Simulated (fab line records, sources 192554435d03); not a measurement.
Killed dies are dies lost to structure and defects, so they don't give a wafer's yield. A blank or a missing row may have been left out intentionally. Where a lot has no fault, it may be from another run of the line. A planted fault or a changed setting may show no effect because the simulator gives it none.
fab line records | flow n5-finfet
[record] lots = 11 wafers = 31 last-day = 18
route steps=1938 shown BEOL_M6@1260 BEOL_M7@1276 PASSIVATION@1936
lots that met no fault: taken from a fault-free run of the same line
start-h: start of the lot's first displayed wafer, in hours after the record's first day | wait-h: hours from the lot's prior step to this one | " as in the row above | L1.1+2: several wafers, shown together as one row | - value missing, or start not given | * or withheld: withheld | < > ~ a bound
route shown NAME@n: names a module that has steps shown in the file, with the first one's number in the route | usual: the fault-free wafers' mean and standard deviation | same: alike in all rows | chamber/n: place in a boat | sites: readings site by site | _std_site: how widely they spread, as a standard deviation | _edge_site: inner sites' mean taken away from outer sites' mean | radius-mm: for every site, how far away it sits from the centre of the wafer | mask NAME#n: copy n | behind: tool/chamber where the wafer was last shaped | hold: why the lot went on hold/how many hours it stayed there/how the hold came to an end | device: which transistor (n, p or np) failed to switch | end of line: tests of these same wafers at the route's end | for a step that has no rows: nothing shown but its recipe | killed: at the first sort, the dies lost to defects and structure; wafer yield is something else | map: per-die view of a wafer (x killed, . not killed, _ where there is no die)
set.NAME: the setting that was run; set.NAME@STEP: the one run at that earlier step | model.NAME: the simulator's own value behind a step, which no gauge read
a sample of lots followed through the steps of the route, with each step as a table and each wafer as a row
services: from which hour (start-h, from the record's first day; less than 0 if before it) a tool's chamber was out of use, for how many hours, and why
[[steps]]
[step N5_BEOL_M6_DEP_56]
[recipe] material = SiCN target-thk-a = 100 temp-c = withheld precursor = 3MS/NH3 pressure-torr = 3 rf-w = 202 time-s = 17.5
[usual] showerhead-plenum-p-Torr = 3.660/0.011 throttle-valve-pct = 9.0/0.43
// columns lot.wafer tool chamber start-h wait-h showerhead-plenum-p-Torr throttle-valve-pct
L548.1 pecvd-04 2 186.60 0.0 3.689 9.0
L548.3 " 0 " " 3.677 9.4
L548.5 " 2 " " 3.680 8.9
L551.2 pecvd-03 1 206.42 0.0 3.650 9.1
L551.3 " 0 " " 3.654 9.1
L551.6 " 2 " " 3.661 8.2
L554.3 pecvd-04 0 235.20 0.0 3.667 9.5
L554.4 " 1 " " 3.635 9.1
L554.6 " 0 " " 3.658 9.6
L556.1 pecvd-04 2 244.72 0.0 3.669 8.4
L556.3 " 1 " " 3.641 9.2
L556.5 " 2 " " 3.664 8.2
L558.3 pecvd-04 1 247.49 0.0 3.646 9.0
L558.5 " 2 " " 3.659 8.2
L558.6 " 0 " " 3.662 9.6
L560.3 pecvd-04 2 270.40 0.0 3.677 8.1
L560.4 " 2 " " 3.667 8.3
L560.5 " 1 " " 3.652 9.2
L561.1 pecvd-04 1 277.07 0.0 3.640 9.2
L561.3 " 2 " " 3.672 8.5
L561.4 " 2 " " 3.671 8.6
L559.1 pecvd-03 2 277.52 0.0 3.664 8.4
L559.3 " 1 " " 3.647 9.3
L559.4 " 1 " " 3.647 9.2
L565.3 pecvd-01 0 309.43 0.0 3.660 9.1
L565.6 " 0 " " 3.671 9.0
L568.3 pecvd-04 2 322.46 0.0 3.673 8.2
L568.6 " 0 " " 3.676 9.7
L570.1 pecvd-03 2 337.35 0.0 3.667 8.8
L570.3 " 1 " " 3.642 8.9
L570.6 " 2 " " 3.667 8.7
[step N5_BEOL_M7_CD_MEAS_11]
[recipe] target-cd-nm = 38.5 landing-energy-ev = 500 detector = se-inlens polarity = opening
[usual] cd-nm = 38.4/0.57
[same] landing-energy-ev = 500
// columns lot.wafer tool chamber start-h wait-h cd-nm
L548.1 cd-sem-01 0 188.90 - 39.2
L548.3 " 0 " " 38.0
L548.5 " 0 " " 38.3
L551.2 cd-sem-01 0 208.86 - 38.3
L551.3 " 0 " " 38.1
L551.6 " 0 " " 38.2
L554.3 cd-sem-01 0 237.36 - 37.0
L554.4 " 0 " " 37.5
L554.6 " 0 " " 38.1
L556.1 cd-sem-03 0 246.72 - 37.6
L556.3 " 0 " " 37.8
L556.5 " 0 " " 38.2
L558.3 cd-sem-01 0 250.06 - 37.7
L558.5 " 0 " " 38.4
L558.6 " 0 " " 38.8
L560.3 cd-sem-01 0 272.47 - 37.1
L560.4 " 0 " " 37.3
L560.5 " 0 " " 37.6
L561.1 cd-sem-01 0 279.18 - 38.8
L561.3 " 0 " " 38.5
L561.4 " 0 " " 38.3
L559.1 cd-sem-01 0 279.35 - 39.0
L559.3 " 0 " " 38.7
L559.4 " 0 " " 38.5
L565.3 cd-sem-02 0 312.83 - 40.1
L565.6 " 0 " " 38.4
L568.3 cd-sem-03 0 325.06 - 38.1
L568.6 " 0 " " 38.0
L570.1 cd-sem-02 0 339.72 - 39.0
L570.3 " 0 " " 39.2
L570.6 " 0 " " 39.2
[step N5_BEOL_M7_ETCH_61]
[recipe] chemistry = CF4 target = SiARC target-depth-a = 455 mask-material = CAR-ArF time-s = 75.8 ion-energy-ev = 80 pressure-mtorr = 40 source-w = 545 bias-w = 36 Ar_flow_sccm = 100 cf4-flow-sccm = 100 ends = cleared
[usual] chamber-pressure-mTorr = 40.00/0.039 drypump-motor-current-A = 5.6/0.56 etch-rf-on-time-s = 76.0/1.9 oes-product-au = 0.66/0.067 rf-vpp-V = 184.0/1.2 showerhead-plenum-p-Torr = 2.14/0.06 throttle-valve-pct = 15.62/0.27
// columns lot.wafer tool chamber start-h wait-h chamber-pressure-mTorr drypump-motor-current-A etch-rf-on-time-s oes-product-au rf-hours-counter-h rf-vpp-V showerhead-plenum-p-Torr throttle-valve-pct
L548.1 rie-diel-01 0 189.25 0.0 40.01 5.2 73.3 0.66 155 185.0 2.15 15.91
L548.3 " 1 " " 40.06 4.9 77.3 0.60 200 185.7 2.20 15.63
L548.5 " 0 " " 40.06 5.2 74.2 0.65 - 184.5 2.15 15.91
L551.2 rie-diel-06 3 209.03 0.0 39.99 5.8 75.0 0.67 111 187.3 2.24 15.56
L551.3 " 0 " " 39.98 6.2 76.5 0.65 177 180.9 2.05 15.81
L551.6 " 3 " " 40.01 5.7 75.2 0.67 - 185.8 2.24 15.58
L554.3 rie-diel-06 0 237.51 0.0 39.99 6.2 77.7 0.64 184 184.0 2.05 15.83
L554.4 " 3 " " 40.00 5.7 77.0 0.67 120 185.0 2.23 15.58
L554.6 " 0 " " 40.01 6.2 78.5 0.63 - 184.0 2.05 15.83
L556.1 rie-diel-06 3 247.45 0.0 39.95 5.7 76.7 0.66 122 182.7 2.23 15.58
L556.3 " 1 " " 39.95 5.1 75.6 0.61 233 183.2 2.11 15.72
L556.5 " 2 " " 40.02 5.0 75.4 0.74 - 184.4 2.09 15.11
L558.3 rie-diel-06 2 250.29 0.0 40.02 5.0 76.1 0.73 53 182.4 2.09 15.10
L558.5 " 2 " " 39.95 5.0 75.2 0.74 - 183.9 2.09 15.12
L558.6 " 1 " " 39.97 5.1 76.4 0.60 - 184.8 2.11 15.74
L560.3 rie-diel-01 3 272.59 0.0 40.03 5.9 78.3 0.61 217 183.7 2.03 15.76
L560.4 " 0 " " 39.89 5.2 73.6 0.64 174 183.2 2.14 15.97
L560.5 " 1 " " 40.11 4.8 75.9 0.59 - 185.5 2.20 15.67
L561.1 rie-diel-06 0 279.31 0.0 39.96 6.2 78.7 0.62 195 183.0 2.04 15.86
L561.3 " 3 " " 39.99 5.7 76.8 0.66 132 186.1 2.23 15.61
L561.4 " 1 " " 40.05 5.1 77.5 0.60 243 183.3 2.11 15.74
L559.1 rie-diel-06 3 279.57 0.0 39.96 5.7 76.5 0.66 132 185.6 2.23 15.61
L559.3 " 2 " " 39.98 5.0 52.8 0.91 61 184.4 2.08 15.14
L559.4 " 1 " " 40.08 5.1 76.5 0.60 243 182.8 2.11 15.74
L565.3 rie-diel-06 0 312.98 0.0 39.98 6.2 54.9 0.76 206 181.7 2.04 15.88
L565.6 " 2 " " 39.95 5.0 53.8 0.89 - 184.3 2.08 15.16
L568.3 rie-diel-06 3 325.18 0.0 39.97 5.7 54.0 0.79 147 185.3 2.22 15.64
L568.6 " 2 " " 40.04 5.0 52.9 0.89 - 182.0 2.08 15.17
L570.1 rie-diel-01 2 339.84 0.0 40.01 6.0 72.8 0.66 136 184.5 2.16 15.77
L570.3 " 3 " " 39.98 5.9 78.6 0.59 230 181.3 2.03 15.80
L570.6 " 0 " " 40.01 5.2 71.9 0.63 - 185.3 2.14 16.01
[step N5_BEOL_M7_HM_OPEN_17]
[recipe] chemistry = Cl2/BCl3 target-depth-a = 200 overetch-a = 60 target = TiN mask-material = SOC ion-energy-ev = 150 pressure-mtorr = 10 icp-w = 1000 bias-w = 126 Cl2_flow_sccm = 53.25 bcl3-flow-sccm = 21.75 Ar_flow_sccm = 25
[usual] chamber-pressure-mTorr = 9.999/0.0086 drypump-motor-current-A = 5.95/0.28 he-backside-leak-sccm = 3.30/0.21 mfc-cl2-sccm = 53.23/0.17 oes-product-au = 0.65/0.1 throttle-valve-pct = 22.17/0.14
// columns lot.wafer tool chamber start-h wait-h chamber-pressure-mTorr drypump-motor-current-A he-backside-leak-sccm mfc-cl2-sccm oes-product-au rf-hours-counter-h throttle-valve-pct
L548.1 rie-metal-03 0 189.49 0.0 10.007 6.13 3.78 53.24 0.54 120 22.26
L548.3 " 0 " " 10.017 6.13 3.80 53.17 0.53 - 22.26
L548.5 " 0 " " 9.999 6.11 3.80 53.50 0.53 - 22.26
L551.2 rie-metal-03 1 209.27 0.0 9.996 5.99 3.06 53.25 0.68 37 22.13
L551.3 " 1 " " 9.996 6.00 2.97 53.50 0.68 - 22.13
L551.6 " 1 " " 9.999 5.99 3.08 53.13 0.69 - 22.12
L554.3 rie-metal-02 1 237.82 0.1 10.003 5.46 3.31 53.13 0.53 - 22.29
L554.4 " 1 " " 10.005 5.46 3.34 53.19 0.52 - 22.28
L554.6 " 1 " " 10.000 5.47 3.27 52.80 0.52 - 22.27
L556.1 rie-metal-02 0 247.70 0.0 10.004 5.77 3.31 53.30 0.82 1 22.48
L556.3 " 1 " " 10.001 5.46 3.27 53.29 0.53 - 22.27
L556.5 " 1 " " 10.000 5.45 3.36 53.40 0.53 - 22.27
L558.3 rie-metal-02 0 250.56 0.1 9.996 5.76 3.27 53.23 0.82 - 22.46
L558.5 " 0 " " 10.001 5.79 3.28 53.39 0.82 - 22.48
L558.6 " 1 " " 10.001 5.45 3.28 53.39 0.53 - 22.25
L560.3 rie-metal-03 1 272.89 0.1 9.995 5.99 3.33 53.41 0.66 - 22.18
L560.4 " 1 " " 9.994 6.02 3.14 53.15 0.66 - 22.16
L560.5 " 1 " " 9.995 5.99 3.15 53.28 0.66 - 22.16
L561.1 rie-metal-02 0 279.55 0.0 9.997 5.77 3.30 53.43 0.79 4 22.47
L561.3 " 0 " " 10.000 5.77 3.29 53.19 0.80 - 22.46
L561.4 " 1 " " 10.005 5.47 3.32 52.96 0.53 - 22.26
L559.1 rie-metal-03 1 279.82 0.0 10.014 5.99 3.09 53.46 0.66 46 22.16
L559.3 " 1 " " 9.984 5.98 3.15 53.50 0.66 - 22.18
L559.4 " 1 " " 10.003 6.00 3.16 53.31 0.66 - 22.17
L565.3 rie-metal-01 0 313.25 0.1 9.995 6.30 3.35 53.33 0.63 - 22.05
L565.6 " 1 " " 10.010 6.17 3.22 53.24 0.74 - 22.10
L568.3 rie-metal-01 0 325.46 0.1 10.005 6.28 2.92 53.11 0.63 - 22.02
L568.6 " 1 " " 9.991 6.17 3.40 53.28 0.75 - 22.07
L570.1 rie-metal-01 0 340.09 0.0 10.000 6.26 3.23 53.43 0.63 52 22.03
L570.3 " 0 " " 10.006 6.27 3.22 53.17 0.62 - 22.05
L570.6 " 0 " " 10.005 6.29 3.13 53.22 0.62 - 22.05
[step N5_PASSIVATION_PROBE_49]
[usual] defect-limited-yield = 91.3/1.7 killed_at_M0_to_M3 = 33/11 killed_at_M4_up = 14/5.5 killed-at-contacts = 13/6.5 killed-at-front-end = 39/13 killed-at-other = 3.4/2.9 killed-dies = 103/20 killed-open = 69/15 killed-short = 32/8.1 sort_bin_5_function = 5.1/1.1 sort_bin_6_memory = 3.3/0.74 sort_bin_8_speed = 0.00/0.014 sort-n-pass = 1077/20 sort-yield-pct = 91.3/1.7
[same] gross-dies = 1180 killed-at-back-side = 0 sort_bin_4_leakage[%] = 0
// columns lot.wafer tool chamber start-h wait-h defect-limited-yield[%] killed_at_M0_to_M3 killed_at_M4_up killed-at-contacts killed-at-front-end killed-at-other killed-dies killed-open killed-short sort_bin_5_function[%] sort_bin_6_memory[%] sort_bin_8_speed[%] sort-n-pass sort-yield-pct[%]
L561.1 prober-01 - 362.28 0.0 91.9 27 14 6 48 0 95 63 29 4.6 3.1 0 1085 91.9
L561.3 prober-01 - 362.38 0.1 93.6 22 12 7 32 3 76 51 24 3.5 2.5 0 1104 93.6
L561.4 prober-01 - 362.43 0.2 90.2 24 14 9 68 1 116 77 34 5.9 3.6 0 1064 90.2
L559.1 prober-02 - 362.74 0.0 88.7 31 6 13 71 12 133 83 50 6.4 4.6 0 1047 88.7
L559.3 prober-02 - 362.84 0.1 91.3 25 17 21 37 3 103 73 30 5.1 3.6 0 1077 91.3
L559.4 prober-02 - 362.89 0.2 91.1 31 12 14 46 2 105 75 29 5.2 3.4 0 1075 91.1
L565.6 prober-02 - 394.03 0.3 91.9 45 11 20 18 2 96 57 35 5.1 2.7 0 1084 91.9
// killed by level:class
L561.1 STI_FIN_REVEAL:geometric-particle:open=17 GATE_CUT:geometric-particle:short=11 BEOL_M3:geometric-particle:open=10 GATE_CUT:geometric-particle:open=6 MOL_CONTACT_COAG:geometric-particle:open=6 BEOL_M2:geometric-particle:open=5 FIN_SAQP:geometric-particle:open=4 BEOL_M0_SAQP:geometric-particle:short=4
L561.3 BEOL_M1:geometric-particle:open=9 BEOL_M0_SAQP:geometric-particle:open=6 STI_FIN_REVEAL:geometric-particle:open=5 MOL_CONTACT_COAG:geometric-particle:open=5 BEOL_M4:geometric-particle:open=5 FIN_SAQP:geometric-particle:open=4 DUMMY_GATE:geometric-particle:open=4 GATE_CUT:geometric-particle:short=4
L561.4 STI_FIN_REVEAL:geometric-particle:open=15 STARTING-WAFER:geometric-particle:short=10 GATE_CUT:geometric-particle:short=9 BEOL_M1:geometric-particle:open=9 GATE_CUT:geometric-particle:open=9 MOL_CONTACT_COAG:geometric-particle:open=9 BEOL_M3:geometric-particle:open=6 FIN_SAQP:geometric-particle:open=5
L559.1 FIN_SAQP:geometric-particle:open=20 BEOL_M1:geometric-particle:open=16 STI_FIN_REVEAL:geometric-particle:open=14 FIN_SAQP:geometric-particle:short=11 MOL_CONTACT_COAG:geometric-particle:open=10 BEOL_M0_SAQP:geometric-particle:short=7 GATE_CUT:geometric-particle:short=6 PAD_METAL:geometric-particle:short=5
L559.3 MOL_CONTACT_COAG:geometric-particle:open=18 STI_FIN_REVEAL:geometric-particle:open=11 BEOL_M1:geometric-particle:open=10 FIN_SAQP:geometric-particle:open=7 BEOL_M4:geometric-particle:open=7 FIN_SAQP:geometric-particle:short=6 BEOL_M0_SAQP:geometric-particle:open=5 BEOL_M1:geometric-particle:short=4
L559.4 MOL_CONTACT_COAG:geometric-particle:open=12 STI_FIN_REVEAL:geometric-particle:open=10 DUMMY_GATE:geometric-particle:open=10 BEOL_M4:geometric-particle:open=9 FIN_SAQP:geometric-particle:open=7 BEOL_M0_SAQP:geometric-particle:short=7 BEOL_M2:geometric-particle:open=7 BEOL_M0_SAQP:geometric-particle:open=6
L565.6 MOL_CONTACT_COAG:geometric-particle:open=12 BEOL_M2:geometric-particle:open=11 BEOL_M0_SAQP:geometric-particle:short=10 BEOL_M0_SAQP:geometric-particle:open=7 FIN_SAQP:geometric-particle:short=6 MOL_CONTACT_COAG:geometric-particle:short=5 BEOL_M1:geometric-particle:open=5 BEOL_M3:geometric-particle:open=5
[[services]]
// columns tool chamber start-h hours kind
rie-metal-02 - 166.89 0.1 repair
pecvd-04 - 179.66 0.3 repair
pecvd-04 - 187.21 3.8 repair
pecvd-04 2 202.38 - clean
pecvd-04 2 202.38 - consumable-replace:showerhead
pecvd-04 2 202.38 29.0 scheduled-down
rie-diel-06 0 213.00 3.4 repair
rie-diel-01 1 226.18 3.6 repair
pecvd-04 2 233.59 5.8 repair
rie-diel-01 0 241.59 12.8 repair
pecvd-01 1 243.29 17.6 repair
pecvd-01 - 245.94 0.7 repair
pecvd-04 - 265.39 0.2 repair
pecvd-01 - 268.67 0.6 repair
rie-metal-01 1 276.01 6.2 repair
pecvd-04 - 284.97 2.8 pm
rie-diel-06 1 290.13 8.6 repair
rie-diel-01 - 294.76 1.2 repair
rie-diel-06 1 312.47 - clean
rie-diel-06 1 312.47 - consumable-replace:focus-ring
rie-diel-06 1 312.47 21.9 scheduled-down
rie-diel-06 1 312.47 21.9 vent-cycle
rie-metal-02 0 320.82 3.8 repair
pecvd-03 1 339.16 4.0 repair
[[key]]
[first-sign] step = N5_BEOL_M7_ETCH_61 reading = etch-rf-on-time-s direction = down sigmas = 12 usual = * struck = *
[effect] step = N5_BEOL_M7_ETCH_61 reading = oes-product-au direction = up sigmas = 2.8 usual = 0.66 struck = 0.85
met-at N5_BEOL_M7_ETCH_61
struck-lots L559,L565,L568
struck-wafers L559.3,L565.3,L565.6,L568.3,L568.6
not-acting-at N5_BEOL_M6_DEP_56,N5_BEOL_M7_CD_MEAS_11,N5_BEOL_M7_HM_OPEN_17
onset-between 279.31 279.57
[fault] kind = process-parameter-drift tool = rie-diel-06 chamber = - onset-h = 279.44 steps = N5_BEOL_M7_ETCH_61 channel = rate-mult offset = 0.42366 shape = step end-h = 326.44 scope = struck-wafers-only
